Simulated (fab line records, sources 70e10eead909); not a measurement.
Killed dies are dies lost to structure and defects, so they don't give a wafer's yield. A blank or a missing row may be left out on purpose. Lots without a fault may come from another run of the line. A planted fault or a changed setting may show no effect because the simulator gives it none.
One fault seen from 2 desks | flow nand_harc | each desk has only its own numbers; what lay behind them comes last

THE METROLOGY DESK
What the gauges read, lot by lot, whatever tool the lot ran on: means of the sampled wafers that have a number. A lot is out of limits, marked OUT, if its mean lies more than 4 standard deviations from the usual mean; the brackets give that distance.
Columns: A = cd_nm at NHARC_P_ZERO_WELL_CD_MEAS_52, usual 2000.4 nm
lot  | first seen here | A
L506 | day 1 17:53     | 2001.7
L507 | day 1 23:46     | 2000.3
L510 | day 2 17:43     | 2000.8
L511 | day 2 23:45     | 1999.4
L512 | day 3 05:38     | 1998.8
L513 | day 3 11:38     | 1999.3
L514 | day 3 17:38     | 2000.1
L517 | day 4 11:37     | 1999.1
L518 | day 4 17:32     | 2001.4
L520 | day 5 05:54     | 2000.4
L522 | day 5 17:44     | 1999.8
L525 | day 6 11:40     | 2001.3
L529 | day 7 11:37     | 1998.6
This desk's finding: nothing out of limits on any of the 13 lots.

THE TOOL OWNER'S DESK: litho_track-02
The tool's own readings at NHARC_P_ZERO_WELL_PEB_22 (peb time 85 s): means of the sampled wafers that have a number, for each lot that ran on this tool. A lot is out of limits, marked OUT, if its mean lies more than 4 standard deviations from the usual mean; the brackets give that distance.
Columns: A = heater_power_total_W at NHARC_P_ZERO_WELL_PEB_22, usual 163.96 W; B = plate_temp_C at NHARC_P_ZERO_WELL_PEB_22, usual 117.99 C
lot  | first seen here | A                | B
L510 | day 2 14:31     | 163.70           | 117.99
L511 | day 2 20:19     | 164.00           | 118.10
L512 | day 3 02:22     | 163.76           | 117.96
L514 | day 3 14:23     | 164.14           | 118.06
L517 | day 4 08:22     | 160.79 (-12) OUT | 116.15 (-14) OUT
L518 | day 4 14:17     | 160.62 (-13) OUT | 116.15 (-14) OUT
L520 | day 5 02:32     | 160.54 (-13) OUT | 116.18 (-14) OUT
This desk's finding: out of limits on L517, L518, L520; first on L517, day 4 08:22 (heater_power_total_W at NHARC_P_ZERO_WELL_PEB_22). In limits: L510, L511, L512, L514.

PUT TOGETHER
The tool owner's desk could have raised an alarm at day 4 08:22, on L517, L518, L520.
The metrology desk saw nothing out of limits.
The metrology desk has L517, L518, L520 on record, within its limits.
Of the lots named, all ran NHARC_P_ZERO_WELL_PEB_22 on litho_track-02.

WHAT THE SIMULATOR HAD PUT IN
Process parameter drift: litho_track-02, from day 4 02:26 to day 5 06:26, at NHARC_P_ZERO_WELL_PEB_22. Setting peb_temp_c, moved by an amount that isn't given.
Lots struck among those shown: L517, L518, L520.
Hours from the fault's start to each desk's first reading out of limits: the tool owner's desk, 6.
